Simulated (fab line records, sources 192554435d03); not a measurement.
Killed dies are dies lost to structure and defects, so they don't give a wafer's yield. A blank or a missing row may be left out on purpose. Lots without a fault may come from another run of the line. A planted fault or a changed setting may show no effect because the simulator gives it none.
Chamber matching | flow n5_finfet | N5_BEOL_M4_PRE_CLEAN_60 on cvd_co-01: 3 sister chambers
The step time 15 s. 6 wafers are shown with their chamber, then 7 later ones without.

WAFERS WITH THEIR CHAMBER
wafer  | chamber | heater_power_w (W)
L829.2 | 2       | 52
L828.3 | 2       | 51
L830.1 | 0       | 101
L830.6 | 1       | 91
L833.1 | 1       | 93
L833.2 | 0       | 103

WAFERS WITHOUT THEIR CHAMBER
wafer  | heater_power_w (W)
L833.5 | 101
L840.4 | 102
L840.5 | 91
L840.6 | 52
L844.2 | 51
L844.4 | 104
L844.5 | 92

WHICH CHAMBER EACH WENT THROUGH
wafer  | from the rows above | in truth
L833.5 | 0                   | 0
L840.4 | 0                   | 0
L840.5 | 1                   | 1
L840.6 | 2                   | 2
L844.2 | 2                   | 2
L844.4 | 0                   | 0
L844.5 | 1                   | 1
Placed correctly: 7 of 7. Can't be placed from these rows: 0. Placed wrongly: 0.
How it was worked out, from the rows above alone: a wafer's distance from a chamber is the root of the sum, over the readings, of the square of ((its reading less the chamber's mean) divided by the reading's scatter). The wafer belongs to the nearest chamber; if the next one is less than 2 further off, it can't be placed. A chamber's mean is the mean of its shown wafers. The scatter: the root of (the sum of the squares of (reading less its chamber's mean) over the shown wafers, divided by (wafers less chambers)).
